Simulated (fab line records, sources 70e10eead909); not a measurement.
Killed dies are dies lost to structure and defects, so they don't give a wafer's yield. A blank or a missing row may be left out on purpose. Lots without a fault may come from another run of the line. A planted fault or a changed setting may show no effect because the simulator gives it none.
A struck lot beside a sound one | flow nand_harc | 15 steps out of a route of 1302
Sound: wafers L419.3, L419.4, L419.5. Struck: wafers L436.1, L436.5. The cause comes at the end.
At each step with rows: each side's tool, then ch and its chambers, then its first start. Under that, the readings that differ: sound wafers | struck wafers | difference of the means | sigmas: that difference in standard deviations of wafers without a fault.
alike: readings whose means differ by less than 2 such deviations, and words and numbers that are the same on both sides. not compared: withheld readings, readings that some wafer has no value for, bounds like >300 that may hide the same value, and numbers for which the record gives no deviation and whose values overlap.
The two part at a step that has a row with sigmas, a row that says differs or no value, or rows on one side only. Numbers that don't overlap but have no deviation are shown without sigmas and don't part them. A reading that every wafer of one side lacks parts them only if that side has two wafers or more.

first, 1 step without rows for these wafers: NHARC_A_CHANNEL_HOLE_D1_STRIP_43 (strips in O2/COS).
NHARC_A_CHANNEL_HOLE_D1_ETCH_44: etches the open film in CF4/O2, target depth 140 nm, overetch 14 nm, time 77 s.
  sound on rie_diel-07 ch 0,3, day 9 04:18; struck on rie_diel-07 ch 1,3, day 15 21:16
  alike: bias_w, chamber_pressure_mTorr, drypump_motor_current_A, oes_f_703_au, oes_o_777_au, oes_product_au, rf_vpp_V, showerhead_plenum_p_Torr, throttle_valve_pct
  not compared: rf_hours_counter_h
NHARC_A_CHANNEL_HOLE_D1_STRIP_27: strips in O2.
  sound on rie_diel-07 ch 0,2; struck on rie_diel-07 ch 1,3
  alike: chamber_pressure_mTorr, drypump_motor_current_A, oes_product_au, rf_vpp_V, showerhead_plenum_p_Torr, throttle_valve_pct
  not compared: rf_hours_counter_h
then, 2 steps without rows for these wafers: NHARC_A_CHANNEL_HOLE_D1_PRECLEAN_28 (cleans in SC1); NHARC_A_CHANNEL_HOLE_D1_SRD_29.
NHARC_A_CHANNEL_HOLE_D1_CD_MEAS_30:
  sound on cd_sem-01, day 9 05:05; struck on cd_sem-01, day 15 22:03
  reading    | sound          | struck    | difference | sigmas
  cd_nm (nm) | 92.4 90.4 92.2 | 89.3 87.7 | -3.2       | -3
NHARC_A_CHANNEL_HOLE_D1_XSEM_31:
  sound on xsem-02 ch 0, day 9 05:11; struck on xsem-02 ch 0, day 15 22:08
  reading            | sound          | struck    | difference | sigmas
  bot_cd_nm (nm)     | 76.4 73.7 75.8 | 73.4 71.8 | -2.7       | -2
  tilt_deg (degrees) | 0.14 0.14 0.14 | 0.03 0.03 | -0.11      | -3
  alike: bow_nm
NHARC_A_CHANNEL_HOLE_D1_INSPECT_40:
  sound on defect_inspect-01, day 9 05:17; struck on defect_inspect-02, day 15 22:14
  alike: raw_defect_count
then, 2 steps without rows for these wafers: NHARC_A_CHANNEL_FILL_D1_PRECLEAN_00 (cleans in SC1); NHARC_A_CHANNEL_FILL_D1_SRD_01.
NHARC_A_CHANNEL_FILL_D1_ALD_02: deposits SiO2, target thk 6 nm, pulse time 10 s, ald cycles 60.
  sound on ald_hk-04 ch 1,3, day 9 05:33; struck on ald_hk-04 ch 0,3, day 15 22:26
  alike: heater_power_w, precursor_pulse_height_rel
  not compared: ald_cycles
then, 1 step without rows for these wafers: NHARC_A_CHANNEL_FILL_D1_ALD_03 (deposits SiNx, target thk 6 nm, pulse time 60 s, ald cycles 58).
NHARC_A_CHANNEL_FILL_D1_ALD_14: deposits SiO2, target thk 2.5 nm, pulse time 10 s, ald cycles 25.
  sound on ald_hk-03 ch 0,2,3, day 9 11:56; struck on ald_hk-04 ch 1,2, day 16 05:29
  reading    | sound    | struck | difference | sigmas
  ald_cycles | 25 25 25 | 39 39  | +14        |
  alike: heater_power_w, precursor_pulse_height_rel
NHARC_A_CHANNEL_FILL_D1_ALD_15: deposits SiNx, target thk 2 nm, pulse time 60 s, ald cycles 19.
  sound on ald_sin_batch-01 ch 0; struck on ald_sin_batch-01 ch 0
  alike: precursor_pulse_height_rel
  not compared: ald_cycles
-- the record jumps here: 16 days lie between the struck wafers' starts before and after (it left off in module A_CHANNEL_FILL_D1 and takes up again in module END, whose first step shown is number 1302 of the route) --
NHARC_END_SORT_01:
  sound on prober-01 ch 0, day 25 01:17; struck on prober-01 ch 0, day 31 20:19
  alike: killed_at_array, killed_at_other, killed_at_periphery, killed_dies, killed_open, killed_short

WHERE THEY PART
First at NHARC_A_CHANNEL_HOLE_D1_CD_MEAS_30; last, within this record, at NHARC_A_CHANNEL_HOLE_D1_XSEM_31. Later steps at which nothing parts them and some readings are alike: NHARC_A_CHANNEL_HOLE_D1_INSPECT_40, NHARC_A_CHANNEL_FILL_D1_ALD_02, NHARC_A_CHANNEL_FILL_D1_ALD_14, NHARC_A_CHANNEL_FILL_D1_ALD_15, NHARC_END_SORT_01.

WHY: what the simulator had put in
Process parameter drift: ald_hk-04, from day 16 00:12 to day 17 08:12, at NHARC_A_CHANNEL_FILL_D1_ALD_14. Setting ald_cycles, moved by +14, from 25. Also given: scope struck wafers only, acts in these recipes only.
